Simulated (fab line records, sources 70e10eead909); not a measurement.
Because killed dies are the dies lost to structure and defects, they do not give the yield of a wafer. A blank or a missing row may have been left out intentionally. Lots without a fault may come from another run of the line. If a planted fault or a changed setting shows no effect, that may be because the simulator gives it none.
Chamber matching | flow nand harc | rie diel-05 running NHARC_A_WL_FILL_STRIP_29: 4 sister chambers
The step strips in O2, time 20 s. 4 wafers are shown with their chamber, then 8 later ones without.

WAFERS PAIRED WITH THEIR CHAMBERS
wafer  | chamber | rf vpp V (V)
L087.3 | 2       | 57.0
L089.5 | 0       | 58.8
L089.6 | 1       | 58.5
L092.2 | 3       | 56.6

WAFERS MISSING THEIR CHAMBER
wafer  | rf vpp V (V)
L092.4 | 56.7
L092.5 | 58.0
L095.4 | 57.4
L095.5 | 57.3
L095.6 | 57.3
L094.1 | 57.9
L094.3 | 57.0
L094.5 | 57.5

THE CHAMBER EACH PASSED THROUGH
wafer  | from the rows above               | in truth
L092.4 | can't be placed: 3 or 2           | 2
L092.5 | can't be placed: 1 or 0 or 2      | 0
L095.4 | can't be placed: 2 or 3 or 1      | 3
L095.5 | can't be placed: 2 or 3           | 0
L095.6 | can't be placed: 2 or 3           | 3
L094.1 | can't be placed: 1 or 0 or 2 or 3 | 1
L094.3 | can't be placed: 2 or 3           | 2
L094.5 | can't be placed: 2 or 3 or 1      | 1
0 of 8 placed correctly. Unplaceable from these rows: 8, with the true chamber sitting among the candidates in 7. Wrongly placed: 0.
How it was worked out, from the rows above alone: a wafer's distance from a chamber is the root of the sum, over the readings, of the square of ((its reading less the chamber's mean) divided by the reading's scatter). The wafer belongs to the nearest chamber; if the next one is less than 2 further off, it can't be placed. Each chamber's mean is taken over the wafers shown for it. The scatter (one wafer shown for each chamber): square how far every hidden wafer sits from the nearest shown wafer, average those squares and take the square root.
